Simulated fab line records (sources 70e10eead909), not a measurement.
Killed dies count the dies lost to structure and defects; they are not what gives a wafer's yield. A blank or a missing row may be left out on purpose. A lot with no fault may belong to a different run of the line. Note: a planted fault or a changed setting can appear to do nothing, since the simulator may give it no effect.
Matching of chambers || flow nand_harc || 4 sister chambers for NHARC_A_WL_FILL_ALD_19 on ald_metal-02
The step deposits TiN, target thk 2 nm, pulse time 3 s, ald cycles 100. 4 wafers are shown with their chamber, then 9 later ones without.

WAFERS WITH THEIR CHAMBER
{"wafer": "L086.2", "chamber": 0, "heater_power_w (W)": 1145}
{"wafer": "L086.4", "chamber": 1, "heater_power_w (W)": 1031}
{"wafer": "L090.3", "chamber": 2, "heater_power_w (W)": 1204}
{"wafer": "L090.5", "chamber": 3, "heater_power_w (W)": 1090}

WAFERS WITHOUT THEIR CHAMBER
{"wafer": "L089.2", "heater_power_w (W)": 1029}
{"wafer": "L089.3", "heater_power_w (W)": 1125}
{"wafer": "L089.5", "heater_power_w (W)": 1191}
{"wafer": "L092.1", "heater_power_w (W)": 1049}
{"wafer": "L092.4", "heater_power_w (W)": 1195}
{"wafer": "L092.6", "heater_power_w (W)": 1089}
{"wafer": "L096.1", "heater_power_w (W)": 1189}
{"wafer": "L096.2", "heater_power_w (W)": 1128}
{"wafer": "L096.3", "heater_power_w (W)": 1020}

WHICH CHAMBER EACH ONE RAN IN
{"wafer": "L089.2", "from the rows above": 1, "in truth": 1}
{"wafer": "L089.3", "from the rows above": "can't be placed: 0 or 3", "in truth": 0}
{"wafer": "L089.5", "from the rows above": 2, "in truth": 2}
{"wafer": "L092.1", "from the rows above": "can't be placed: 1 or 3", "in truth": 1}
{"wafer": "L092.4", "from the rows above": 2, "in truth": 2}
{"wafer": "L092.6", "from the rows above": 3, "in truth": 3}
{"wafer": "L096.1", "from the rows above": 2, "in truth": 2}
{"wafer": "L096.2", "from the rows above": "can't be placed: 0 or 3", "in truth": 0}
{"wafer": "L096.3", "from the rows above": 1, "in truth": 1}
6 of 9 placed correctly. Cannot be placed on the basis of these rows: 3; the candidates contain the true chamber in 3. Number placed wrongly: 0.
How it was worked out, from the rows above alone: a wafer's distance from a chamber is the root of the sum, over the readings, of the square of ((its reading less the chamber's mean) divided by the reading's scatter). The wafer belongs to the nearest chamber; if the next one is less than 2 further off, it can't be placed. Each chamber's mean is taken over the wafers shown for it. The scatter (one wafer shown for each chamber): square how far every hidden wafer sits from the nearest shown wafer, average those squares and take the square root.
